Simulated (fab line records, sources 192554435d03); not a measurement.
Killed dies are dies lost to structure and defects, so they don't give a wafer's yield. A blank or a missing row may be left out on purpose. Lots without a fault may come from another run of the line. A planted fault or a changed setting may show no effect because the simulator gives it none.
Which tool did it? | flow n5_finfet | 10 lots, 30 wafers sampled, at 1 step of a route of 1938

WHAT THE GAUGES READ, wafer by wafer
N5_FIN_CUT_CD_MEAS_08: target cd 29.1 nm.
lot  | measured    | on        | cd_nm (nm)
L075 | day 2 09:28 | cd_sem-01 | 29.31 29.10 28.88
L077 | day 2 20:22 | cd_sem-02 | 28.92 29.09 29.32
L079 | day 3 08:43 | cd_sem-01 | 28.77 28.94 28.90
L082 | day 4 02:11 | cd_sem-02 | 29.23 29.40 28.99
L084 | day 4 14:50 | cd_sem-01 | 28.97 28.91 29.00
L087 | day 5 07:40 | cd_sem-01 | 28.93 28.81 28.66
L089 | day 5 20:49 | cd_sem-03 | 28.84 28.92 29.16
L091 | day 6 09:04 | cd_sem-01 | 29.03 29.13 29.26
L095 | day 7 08:53 | cd_sem-01 | 28.61 28.84 29.17
L097 | day 7 21:05 | cd_sem-03 | 29.56 29.53 29.02

WHICH TOOL RAN EACH LOT (tool, then ch and the chambers of the sampled wafers, then the start)
The record holds no process step before these readings.

THE ANSWER, worked out from the rows above alone
Rule: what is usual is taken from the lots themselves. Put in order of their means at a reading, lots are off if they are a third of the lots or fewer, leave a main group of 4 or more, and stand apart from it by a gap of 3 or more times the standard deviation of the main group's means; of several such gaps the widest counts. A main group whose means are all the same, to the digits that the tables above print for the reading, isn't used. A lot without any number at a reading at which 4 lots or more have one is off too. The other lots that the step has rows for count as sound.
No lot is off at any reading shown: from this, nothing can be told.

WHAT THE SIMULATOR HAD PUT IN
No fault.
